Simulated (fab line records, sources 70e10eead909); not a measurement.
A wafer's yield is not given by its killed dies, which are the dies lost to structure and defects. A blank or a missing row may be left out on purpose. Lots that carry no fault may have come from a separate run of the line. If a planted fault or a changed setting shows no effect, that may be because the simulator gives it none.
fab line records + flow nandHarc
record
- lots=13
- wafers=38
- lastDay=23
route steps=1159 shown P_STI@109 P_GATE@142 END@1159
lots with no fault: from the same line, run without faults
startH: the number of hours between the record's first day and the start of the first shown wafer of the lot + waitH: hours elapsed since this lot's preceding step + " the same as in the row above + L1.1+2: one row covering several wafers at once + - no value present, or no start provided + * or withheld: withheld + < > ~ a bound
route shown NAME@n: names a module that has steps shown in the file, with the first one's number in the route + usual: average and standard deviation across the fault-free wafers + same: alike in all rows + chamber/n: place in a boat + sites: readings site by site + _std_site: the values' standard deviation + _edge_site: inner sites' mean taken away from outer sites' mean + radiusMm: how far each site lies from the wafer's centre + mask NAME#n: copy n + behind: the most recent tool/chamber to have shaped the wafer + hold: cause of the lot's hold/its duration in hours/its outcome + device: the transistor (n, p or np) that didn't switch + end of line: the tests these same wafers got at the end of their route + a step with no rows: only its recipe + killed: the dies lost at the first sort to structure and to defects; this is not the yield of the wafer + map: dies across one wafer; x = killed, . = not, _ = none there
set.NAME: the setting the step ran with; set.NAME@STEP: the setting that earlier step ran with + model.NAME: the simulator's own value behind a step, which no gauge read
one table for each step of the route and one row for each wafer, over a sample of lots
services: from which hour (startH, from the record's first day; less than 0 if before it) a tool's chamber was out of use, for how many hours, and why
## steps
# step NHARC_P_STI_INSPECT_25
# usual
- rawDefectCount=236/77
| lot.wafer | tool             | chamber | startH | waitH | rawDefectCount |
|-----------|------------------|---------|--------|-------|----------------|
| L390.2    | defectInspect-02 | -       | 67.55  | 0.4   | 204            |
| L390.4    | "                | -       | "      | "     | 191            |
| L390.6    | "                | -       | "      | "     | 186            |
| L391.1    | defectInspect-01 | -       | 74.25  | 0.4   | 382            |
| L391.2    | "                | -       | "      | "     | 129            |
| L391.6    | "                | -       | "      | "     | 181            |
| L392.4    | defectInspect-01 | -       | 74.28  | 0.4   | 195            |
| L392.5    | "                | -       | "      | "     | 280            |
| L392.6    | "                | -       | "      | "     | 102            |
| L393.1    | defectInspect-02 | -       | 91.33  | 0.4   | 285            |
| L393.3    | "                | -       | "      | "     | 270            |
| L393.5    | "                | -       | "      | "     | 182            |
| L394.2    | defectInspect-01 | -       | 91.33  | 0.4   | 233            |
| L394.4    | "                | -       | "      | "     | 239            |
| L394.5    | "                | -       | "      | "     | 185            |
| L395.4    | defectInspect-01 | -       | 96.40  | 0.4   | 181            |
| L395.5    | "                | -       | "      | "     | 250            |
| L395.6    | "                | -       | "      | "     | 331            |
| L396.4    | defectInspect-02 | -       | 96.40  | 0.4   | 303            |
| L396.5    | "                | -       | "      | "     | 267            |
| L396.6    | "                | -       | "      | "     | 186            |
| L398.1    | defectInspect-02 | -       | 111.17 | 0.4   | 156            |
| L398.2    | "                | -       | "      | "     | 182            |
| L398.4    | "                | -       | "      | "     | 118            |
| L400.1    | defectInspect-02 | -       | 127.30 | 0.4   | 312            |
| L400.2    | "                | -       | "      | "     | 264            |
| L400.3    | "                | -       | "      | "     | 331            |
| L403.1    | defectInspect-02 | -       | 145.10 | 0.4   | 218            |
| L403.2    | "                | -       | "      | "     | 212            |
| L403.6    | "                | -       | "      | "     | 155            |
| L402.3    | defectInspect-01 | -       | 145.10 | 0.4   | 245            |
| L402.4    | "                | -       | "      | "     | 336            |
| L402.5    | "                | -       | "      | "     | 300            |
| L407.1    | defectInspect-01 | -       | 169.69 | 0.4   | 133            |
| L407.5    | "                | -       | "      | "     | 246            |
| L408.1    | defectInspect-02 | -       | 176.59 | 0.4   | 193            |
| L408.3    | "                | -       | "      | "     | 350            |
| L408.5    | "                | -       | "      | "     | 257            |
# step NHARC_P_GATE_OVL_MEAS_27
# usual
- overlayXNm=0.4/0.72
- overlayYNm=0.3/0.87
| lot.wafer | tool       | chamber | startH | waitH | overlayXNm | overlayYNm |
|-----------|------------|---------|--------|-------|------------|------------|
| L390.2    | overlay-01 | -       | 92.61  | -     | 0.8        | -0.2       |
| L390.4    | "          | -       | "      | "     | 1.0        | 0.2        |
| L390.6    | "          | -       | "      | "     | 1.6        | 0.3        |
| L391.1    | overlay-01 | -       | 96.16  | -     | -0.4       | 0.6        |
| L391.2    | "          | -       | "      | "     | -0.8       | 0.6        |
| L391.6    | "          | -       | "      | "     | -0.4       | -0.4       |
| L392.4    | overlay-01 | -       | 96.32  | -     | -0.3       | 0.5        |
| L392.5    | "          | -       | "      | "     | 0.5        | 0.8        |
| L392.6    | "          | -       | "      | "     | -0.3       | 0.3        |
| L394.2    | overlay-02 | -       | 115.10 | -     | 0.8        | 1.1        |
| L394.4    | "          | -       | "      | "     | 1.2        | 1.1        |
| L394.5    | "          | -       | "      | "     | 0.6        | 1.3        |
| L393.1    | overlay-01 | -       | 115.35 | -     | 0.3        | 1.2        |
| L393.3    | "          | -       | "      | "     | 0.1        | 0.9        |
| L393.5    | "          | -       | "      | "     | 0.7        | 1.2        |
| L395.4    | overlay-01 | -       | 121.05 | -     | 0.6        | -0.1       |
| L395.5    | "          | -       | "      | "     | 1.0        | -0.9       |
| L395.6    | "          | -       | "      | "     | 0.6        | -0.2       |
| L396.4    | overlay-01 | -       | 121.53 | -     | 0.1        | 0.3        |
| L396.5    | "          | -       | "      | "     | 0.3        | 0.4        |
| L396.6    | "          | -       | "      | "     | 0.4        | 0.9        |
| L398.1    | overlay-01 | -       | 133.11 | -     | 1.1        | 0.6        |
| L398.2    | "          | -       | "      | "     | 1.2        | 0.4        |
| L398.4    | "          | -       | "      | "     | 0.9        | 0.7        |
| L400.1    | overlay-01 | -       | 149.84 | -     | 0.4        | 0.7        |
| L400.2    | "          | -       | "      | "     | 0.0        | 0.7        |
| L400.3    | "          | -       | "      | "     | 0.1        | 0.9        |
| L402.3    | overlay-01 | -       | 167.12 | -     | -0.7       | 0.4        |
| L402.4    | "          | -       | "      | "     | -0.5       | 0.0        |
| L402.5    | "          | -       | "      | "     | -0.6       | 0.1        |
| L403.1    | overlay-02 | -       | 167.27 | -     | -0.5       | -0.8       |
| L403.2    | "          | -       | "      | "     | 0.0        | -0.5       |
| L403.6    | "          | -       | "      | "     | 0.1        | -0.7       |
| L407.1    | overlay-02 | -       | 193.39 | -     | 0.1        | -0.5       |
| L407.5    | "          | -       | "      | "     | 0.1        | -0.3       |
| L408.1    | overlay-01 | -       | 199.62 | -     | 0.8        | -0.3       |
| L408.3    | "          | -       | "      | "     | 0.3        | 0.3        |
| L408.5    | "          | -       | "      | "     | -0.1       | -0.3       |
# step NHARC_P_GATE_ETCH_114
# recipe
- targetDepthA=300
- overetchA=30
- timeS=16.5
- ionEnergyEv=100
- cf4FlowSccm=80
- o2FlowSccm=20
- arFlowSccm=0
- rfW=300
- biasW=100
- chemistry=CF4/O2
# usual
- drypumpMotorCurrentA=5.7/0.45
- oesProductAu=1.004/0.012
- rfVppV=197.9/0.98
- showerheadPlenumPTorr=1.34/0.032
- throttleValvePct=13.397/0.0096
- timeS=16.5/0
| lot.wafer | tool       | chamber | startH | waitH | drypumpMotorCurrentA | oesProductAu | rfHoursCounterH | rfVppV | showerheadPlenumPTorr | throttleValvePct | timeS |
|-----------|------------|---------|--------|-------|----------------------|--------------|-----------------|--------|-----------------------|------------------|-------|
| L390.2    | rieDiel-13 | 2       | -      | -     | 6.1                  | 1.028        | 23              | 198.3  | 1.38                  | 13.415           | 16.5  |
| L390.4    | "          | 3       | "      | "     | 5.0                  | 1.002        | 31              | 197.0  | 1.32                  | 13.389           | 16.5  |
| L390.6    | "          | 1       | "      | "     | 6.1                  | 1.002        | -               | 198.2  | 1.33                  | 13.407           | 16.5  |
| L391.2    | rieDiel-13 | 1       | -      | -     | 6.1                  | 0.991        | 34              | 198.7  | 1.33                  | 13.382           | 16.5  |
| L391.1    | "          | 2       | "      | "     | 6.1                  | 1.017        | 24              | 198.8  | 1.38                  | 13.401           | 16.5  |
| L391.6    | "          | 0       | "      | "     | 5.6                  | 1.011        | -               | 196.8  | 1.35                  | 13.396           | 16.5  |
| L392.4    | rieDiel-13 | 0       | -      | -     | 5.5                  | 1.004        | 31              | 196.4  | 1.35                  | 13.394           | 16.5  |
| L392.6    | "          | 0       | "      | "     | 5.6                  | 1.014        | -               | 198.0  | 1.35                  | 13.386           | 16.5  |
| L392.5    | "          | 1       | "      | "     | 6.1                  | 0.997        | -               | 198.3  | 1.33                  | 13.416           | 16.5  |
| L394.4    | rieDiel-13 | 1       | -      | -     | 6.1                  | 0.990        | 2               | 197.6  | 1.33                  | 13.392           | 16.5  |
| L394.2    | "          | 0       | "      | "     | 5.6                  | 1.016        | 2               | 198.0  | 1.35                  | 13.376           | 16.5  |
| L394.5    | "          | 1       | "      | "     | 6.1                  | 0.994        | -               | 196.9  | 1.33                  | 13.420           | 16.5  |
| L393.3    | rieDiel-13 | 2       | -      | -     | 6.1                  | 1.026        | 2               | 197.2  | 1.38                  | 13.399           | 16.5  |
| L393.1    | "          | 3       | "      | "     | 5.1                  | 1.025        | 3               | 197.8  | 1.32                  | 13.376           | 16.5  |
| L393.5    | "          | 1       | "      | "     | 6.1                  | 1.002        | -               | 198.1  | 1.33                  | 13.403           | 16.5  |
| L395.4    | rieDiel-13 | 0       | -      | -     | 5.5                  | 1.005        | 2               | 199.3  | 1.35                  | 13.410           | 16.5  |
| L395.5    | "          | 3       | "      | "     | 5.1                  | 1.015        | -               | 196.9  | 1.32                  | 13.400           | 16.5  |
| L395.6    | "          | 0       | "      | "     | 5.6                  | 1.020        | -               | 198.6  | 1.35                  | 13.380           | 16.5  |
| L396.4    | rieDiel-09 | 3       | -      | -     | 5.7                  | 0.990        | 18              | 198.1  | 1.30                  | 13.393           | 16.5  |
| L396.5    | "          | 3       | "      | "     | 5.7                  | 0.992        | -               | 196.2  | 1.30                  | 13.411           | 16.5  |
| L396.6    | "          | 0       | "      | "     | 5.5                  | 1.012        | -               | 200.2  | 1.41                  | 13.399           | 16.5  |
| L398.1    | rieDiel-13 | 2       | -      | -     | 6.2                  | 1.019        | 5               | 199.4  | 1.38                  | 13.394           | 16.5  |
| L398.4    | "          | 0       | "      | "     | 5.6                  | 1.012        | 5               | 197.1  | 1.35                  | 13.398           | 16.5  |
| L398.2    | "          | 1       | "      | "     | 6.1                  | 0.981        | 5               | 198.6  | 1.33                  | 13.407           | 16.5  |
| L400.3    | rieDiel-13 | 3       | -      | -     | 5.1                  | 1.022        | 7               | 198.3  | 1.31                  | 13.394           | 16.5  |
| L400.2    | "          | 0       | "      | "     | 5.6                  | 1.008        | 7               | 197.7  | 1.35                  | 13.410           | 16.5  |
| L400.1    | "          | 1       | "      | "     | 6.1                  | 0.989        | 7               | 197.8  | 1.33                  | 13.418           | 16.5  |
| L402.4    | rieDiel-13 | 1       | -      | -     | 6.1                  | 0.989        | 10              | 197.3  | 1.33                  | 13.397           | 16.5  |
| L402.3    | "          | 3       | "      | "     | 5.1                  | 1.007        | 10              | 197.7  | 1.31                  | 13.396           | 16.5  |
| L402.5    | "          | 2       | "      | "     | 6.1                  | 1.007        | -               | 197.6  | 1.38                  | 13.394           | 16.5  |
| L403.2    | rieDiel-11 | 1       | -      | -     | 5.3                  | 0.996        | 50              | 197.4  | 1.28                  | 13.396           | 16.5  |
| L403.1    | "          | 2       | "      | "     | 6.0                  | 0.992        | 53              | 197.9  | 1.38                  | 13.395           | 16.5  |
| L403.6    | "          | 3       | "      | "     | 5.0                  | 0.993        | -               | 197.0  | 1.33                  | 13.384           | 16.5  |
| L407.1    | rieDiel-09 | 3       | -      | -     | 5.7                  | 0.997        | 46              | 197.6  | 1.30                  | 13.402           | 16.5  |
| L407.5    | "          | 2       | "      | "     | 5.4                  | 0.989        | -               | 196.6  | 1.35                  | 13.400           | 16.5  |
| L408.1    | rieDiel-13 | 2       | -      | -     | 6.2                  | 1.019        | 18              | 198.6  | 1.38                  | 13.394           | 16.5  |
| L408.3    | "          | 0       | "      | "     | 5.6                  | 1.013        | 18              | 198.2  | 1.35                  | 13.405           | 16.5  |
| L408.5    | "          | 2       | "      | "     | 6.2                  | 1.027        | -               | 198.0  | 1.38                  | 13.384           | 16.5  |
# step NHARC_P_GATE_ETCH_32
# recipe
- targetDepthA=1500
- overEtchFrac=1
- overEtchIonEnergyEv=40
- timeS=100.1
- hbrFlowSccm=150
- cl2FlowSccm=50
- rfW=400
- icpW=400
- biasW=100
- chemistry=HBr/Cl2
# usual
- drypumpMotorCurrentA=5.6/0.42
- mfcCl2Sccm=50.00/0.14
- oesProductAu=0.996/0.0081
- throttleValvePct=26.406/0.0092
- timeS=100.1/0
| lot.wafer | tool     | chamber | startH | waitH | drypumpMotorCurrentA | mfcCl2Sccm | oesProductAu | rfHoursCounterH | throttleValvePct | timeS |
|-----------|----------|---------|--------|-------|----------------------|------------|--------------|-----------------|------------------|-------|
| L390.2    | rieSi-03 | 1       | 93.22  | -     | 5.6                  | 49.94      | 0.993        | 1.2             | 26.400           | 100.1 |
| L390.4    | "        | 2       | "      | "     | 5.3                  | 50.05      | 1.006        | 1.2             | 26.400           | 100.1 |
| L390.6    | "        | 2       | "      | "     | 5.3                  | 49.83      | 0.996        | -               | 26.426           | 100.1 |
| L391.2    | rieSi-02 | 3       | 96.94  | -     | 5.4                  | 50.01      | 1.003        | 0.4             | 26.414           | 100.1 |
| L391.1    | "        | 2       | "      | "     | 6.2                  | 50.02      | 0.998        | 0.4             | 26.403           | 100.1 |
| L391.6    | "        | 3       | "      | "     | 5.4                  | 50.10      | 1.011        | -               | 26.408           | 100.1 |
| L392.4    | rieSi-06 | 2       | 97.41  | -     | 4.8                  | 50.04      | 0.996        | 0.6             | 26.428           | 100.1 |
| L392.5    | "        | 0       | "      | "     | 5.7                  | 49.97      | 0.993        | -               | 26.408           | 100.1 |
| L392.6    | "        | 1       | "      | "     | 5.8                  | 50.08      | 0.989        | -               | 26.425           | 100.1 |
| L394.2    | rieSi-06 | 2       | 115.66 | -     | 4.8                  | 50.34      | 0.998        | 0.7             | 26.410           | 100.1 |
| L394.4    | "        | 3       | "      | "     | 6.4                  | 49.93      | 0.982        | 0.9             | 26.408           | 100.1 |
| L394.5    | "        | 2       | "      | "     | 4.8                  | 50.11      | 0.985        | -               | 26.391           | 100.1 |
| L393.1    | rieSi-03 | 1       | 116.01 | -     | 5.7                  | 49.89      | 1.003        | 1.4             | 26.405           | 100.1 |
| L393.3    | "        | 2       | "      | "     | 5.3                  | 49.89      | 0.986        | 1.3             | 26.405           | 100.1 |
| L393.5    | "        | 3       | "      | "     | 5.5                  | 49.89      | 0.988        | -               | 26.392           | 100.1 |
| L395.4    | rieSi-06 | 0       | 121.64 | -     | 5.8                  | 50.02      | 0.990        | 1.1             | 26.400           | 100.1 |
| L395.5    | "        | 2       | "      | "     | 4.8                  | 49.93      | 0.997        | -               | 26.403           | 100.1 |
| L395.6    | "        | 3       | "      | "     | 6.4                  | 50.25      | 0.997        | -               | 26.411           | 100.1 |
| L396.4    | rieSi-03 | 0       | 122.09 | -     | 5.4                  | 50.08      | 0.992        | 1.3             | 26.401           | 100.1 |
| L396.6    | "        | 0       | "      | "     | 5.4                  | 50.00      | 0.993        | -               | 26.391           | 100.1 |
| L396.5    | "        | 1       | "      | "     | 5.7                  | 49.96      | 1.008        | -               | 26.408           | 100.1 |
| L398.4    | rieSi-03 | 1       | 133.79 | -     | 5.7                  | 49.82      | 0.992        | 1.6             | 26.413           | 100.1 |
| L398.1    | "        | 2       | "      | "     | 5.3                  | 49.92      | 0.991        | 1.5             | 26.407           | 100.1 |
| L398.2    | "        | 3       | "      | "     | 5.5                  | 49.87      | 0.987        | 1.3             | 26.389           | 100.1 |
| L400.2    | rieSi-03 | 1       | 150.42 | -     | 5.7                  | 49.66      | 1.003        | 1.7             | 26.404           | 100.1 |
| L400.3    | "        | 2       | "      | "     | 5.3                  | 49.99      | 1.000        | 1.6             | 26.397           | 100.1 |
| L400.1    | "        | 0       | "      | "     | 5.4                  | 50.29      | 1.013        | 1.6             | 26.407           | 100.1 |
| L402.3    | rieSi-02 | 2       | 167.71 | -     | 6.3                  | 50.30      | 1.013        | 1.0             | 26.399           | 100.1 |
| L402.5    | "        | 3       | "      | "     | 5.4                  | 50.09      | 0.997        | -               | 26.397           | 100.1 |
| L402.4    | "        | 1       | "      | "     | 5.5                  | 50.10      | 0.995        | -               | 26.416           | 100.1 |
| L403.1    | rieSi-03 | 0       | 167.83 | -     | 5.4                  | 50.05      | 1.004        | 0.0             | 26.405           | 100.1 |
| L403.2    | "        | 2       | "      | "     | 5.3                  | 49.98      | 0.985        | 0.1             | 26.396           | 100.1 |
| L403.6    | "        | 1       | "      | "     | 5.7                  | 50.15      | 0.995        | -               | 26.424           | 100.1 |
| L407.1    | rieSi-03 | 2       | 194.12 | -     | 5.3                  | 49.93      | 0.991        | 0.3             | 26.411           | 106.2 |
| L407.5    | "        | 1       | "      | "     | 5.7                  | 50.19      | 0.998        | -               | 26.414           | 106.2 |
| L408.3    | rieSi-03 | 0       | 201.04 | -     | 5.4                  | 49.99      | 1.010        | 0.4             | 26.401           | 100.1 |
| L408.1    | "        | 1       | "      | "     | 5.7                  | 49.95      | 1.009        | 0.5             | 26.410           | 106.2 |
| L408.5    | "        | 2       | "      | "     | 5.3                  | 50.08      | 1.008        | -               | 26.401           | 106.2 |
# step NHARC_END_SORT_01
# recipe
- tempC=25
# usual
- killedAtArray=27/8.8
- killedAtOther=0.4/0.82
- killedAtPeriphery=3.1/2.1
- killedDies=31/8.8
- killedOpen=3.3/2
- killedShort=2.0/1.4
# same
- grossDies=677
| lot.wafer | tool      | chamber | startH | waitH | killedAtArray | killedAtOther | killedAtPeriphery | killedDies | killedOpen | killedShort |
|-----------|-----------|---------|--------|-------|---------------|---------------|-------------------|------------|------------|-------------|
| L400.1    | prober-02 | 0       | 492.00 | 2.5   | 37            | 1             | 7                 | 45         | 7          | 2           |
| L400.2    | prober-02 | 0       | 492.80 | 2.8   | 27            | 1             | 6                 | 34         | 3          | 0           |
| L400.3    | prober-02 | 0       | 493.61 | 3.1   | 36            | 0             | 7                 | 43         | 2          | 2           |
| L402.3    | prober-01 | 0       | 507.37 | 3.1   | 27            | 0             | 0                 | 27         | 3          | 1           |
| L407.1    | prober-02 | 0       | 546.00 | 2.5   | 26            | 0             | 5                 | 31         | 8          | 0           |
| L407.5    | prober-02 | 0       | 549.20 | 3.7   | 27            | 0             | 1                 | 28         | 6          | 1           |
| L408.1    | prober-02 | 0       | 553.82 | 2.5   | 25            | 3             | 10                | 38         | 3          | 4           |
| L408.3    | prober-02 | 0       | 555.40 | 3.1   | 27            | 0             | 3                 | 30         | 2          | 0           |
| L408.5    | prober-02 | 0       | 556.98 | 3.7   | 22            | 1             | 6                 | 29         | 2          | 4           |
# killed by level:class
L400.1 A_CHANNEL_HOLE_D1:chamberFilmFlake=20 P_BONDPAD:chamberFilmFlake=5 A_BONDPAD:chamberFilmFlake=4 A_SGD_CUT:chamberFilmFlake=3 P_CONTACT:geometricParticle:open=1 A_ONON_D1:geometricParticle:open=1 A_ONON_D1:geometricParticle:short=1 A_CHANNEL_FILL_D1:geometricParticle:open=1
L400.2 A_CHANNEL_HOLE_D1:chamberFilmFlake=17 P_BONDPAD:chamberFilmFlake=5 A_WL_FILL:chamberFilmFlake=3 A_SGD_CUT:chamberFilmFlake=2 A_BONDPAD:chamberFilmFlake=2 P_GATE:geometricParticle:open=1 A_ONON_D1:geometricParticle:open=1 A_CONTACT:geometricParticle:open=1
L400.3 A_CHANNEL_HOLE_D1:chamberFilmFlake=23 A_BONDPAD:chamberFilmFlake=8 P_BONDPAD:chamberFilmFlake=4 A_WL_FILL:geometricParticle:short=2 P_CONTACT:geometricParticle:open=1 A_BLC:geometricParticle:open=1 P_ZERO_WELL:chamberFilmFlake=1 P_STI:chamberFilmFlake=1
L402.3 A_CHANNEL_HOLE_D1:chamberFilmFlake=18 A_CONTACT:chamberFilmFlake=4 A_CONTACT:geometricParticle:open=2 A_WL_FILL:geometricParticle:short=1 A_M0:geometricParticle:open=1 A_STAIRCASE:chamberFilmFlake=1
L407.1 A_CHANNEL_HOLE_D1:chamberFilmFlake=9 A_SLIT:chamberFilmFlake=9 P_M0:geometricParticle:open=3 A_M0:geometricParticle:open=2 A_CONTACT:chamberFilmFlake=2 A_CONTACT:geometricParticle:open=1 A_WL_FILL:geometricParticle:open=1 A_BLC:geometricParticle:open=1
L407.5 A_SLIT:chamberFilmFlake=11 A_CHANNEL_HOLE_D1:chamberFilmFlake=5 A_CONTACT:chamberFilmFlake=4 A_M0:geometricParticle:open=2 P_M0:geometricParticle:open=1 A_ONON_D1:geometricParticle:open=1 A_STAIRCASE:geometricParticle:short=1 A_CONTACT:geometricParticle:open=1
L408.1 A_CHANNEL_HOLE_D1:chamberFilmFlake=17 P_STI:chamberFilmFlake=4 P_M0:chamberFilmFlake=4 A_STAIRCASE:geometricParticle:open=2 A_STAIRCASE:chamberFilmFlake=2 THIN_TSV:chamberFilmFlake=2 P_M1:geometricParticle:short=1 A_ONON_D1:geometricParticle:short=1
L408.3 A_CHANNEL_HOLE_D1:chamberFilmFlake=21 A_STAIRCASE:chamberFilmFlake=4 A_CHANNEL_FILL_D1:geometricParticle:open=1 P_STI:chamberFilmFlake=1 A_BLC:geometricParticle:open=1 P_GATE:chamberFilmFlake=1 P_M0:chamberFilmFlake=1
L408.5 A_CHANNEL_HOLE_D1:chamberFilmFlake=16 P_M0:chamberFilmFlake=3 P_STI:chamberFilmFlake=2 A_ONON_D1:geometricParticle:short=1 A_CONTACT:geometricParticle:open=1 A_CONTACT:geometricParticle:short=1 A_BLC:geometricParticle:short=1 A_M0:geometricParticle:open=1
## services
| tool       | chamber | startH | hours | kind      |
|------------|---------|--------|-------|-----------|
| rieDiel-09 | -       | 77.10  | 9.0   | pm        |
| rieSi-02   | 0       | 77.47  | 2.4   | repair    |
| rieDiel-13 | 0       | 78.12  | -     | clean     |
| rieDiel-13 | 1       | 78.12  | -     | clean     |
| rieDiel-13 | 2       | 78.12  | -     | clean     |
| rieDiel-13 | 3       | 78.12  | -     | clean     |
| rieDiel-11 | 3       | 84.31  | 1.8   | repair    |
| rieDiel-11 | 0       | 90.82  | 5.3   | repair    |
| rieDiel-13 | -       | 99.00  | 9.0   | pm        |
| rieDiel-13 | 0       | 99.00  | 9.0   | ventCycle |
| rieDiel-13 | 1       | 99.00  | 9.0   | ventCycle |
| rieDiel-13 | 2       | 99.00  | 9.0   | ventCycle |
| rieDiel-11 | 2       | 115.21 | 4.2   | repair    |
| rieDiel-11 | -       | 116.17 | 0.1   | repair    |
| rieDiel-09 | 2       | 129.31 | 2.8   | repair    |
| rieSi-02   | 1       | 130.77 | 3.4   | repair    |
| rieDiel-09 | 0       | 149.63 | 1.2   | repair    |
| rieSi-03   | -       | 155.00 | 9.0   | pm        |
| rieSi-02   | 0       | 160.85 | 10.1  | repair    |
| rieDiel-09 | 1       | 168.37 | 4.0   | repair    |
| rieDiel-09 | 2       | 170.13 | 2.0   | repair    |
| rieDiel-09 | 0       | 171.52 | 2.7   | repair    |
| rieSi-06   | -       | 183.00 | 9.0   | pm        |
| rieDiel-11 | -       | 190.85 | 9.0   | pm        |
## key
firstSign
- step=NHARC_P_GATE_ETCH_32
- reading=timeS
- direction=up
- sigmas=99+
- usual=*
- struck=*
effect none on later readings
metAt NHARC_P_GATE_ETCH_32
struckLots L407,L408
struckWafers L407.1,L407.5,L408.1,L408.5
testerLeftOut L407,L408
notActingAt NHARC_P_STI_INSPECT_25,NHARC_P_GATE_OVL_MEAS_27,NHARC_P_GATE_ETCH_114
onsetBetween 167.83 194.12
fault
- kind=processParameterDrift
- tool=rieSi-03
- chamber=-
- onsetH=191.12
- steps=NHARC_P_GATE_ETCH_32
- channel=timeS
- offset=*
- shape=step
- endH=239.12
- scope=struckWafersOnly
- actsIn=*
- stated=*
# testerLeftOut: of these lots the tester's yield and bins aren't shown, on N5 and GAA mostly nor the transistor test; their killed dies are dies lost to structure and defects alone, not to doping, threshold or leakage, so they don't give the yield
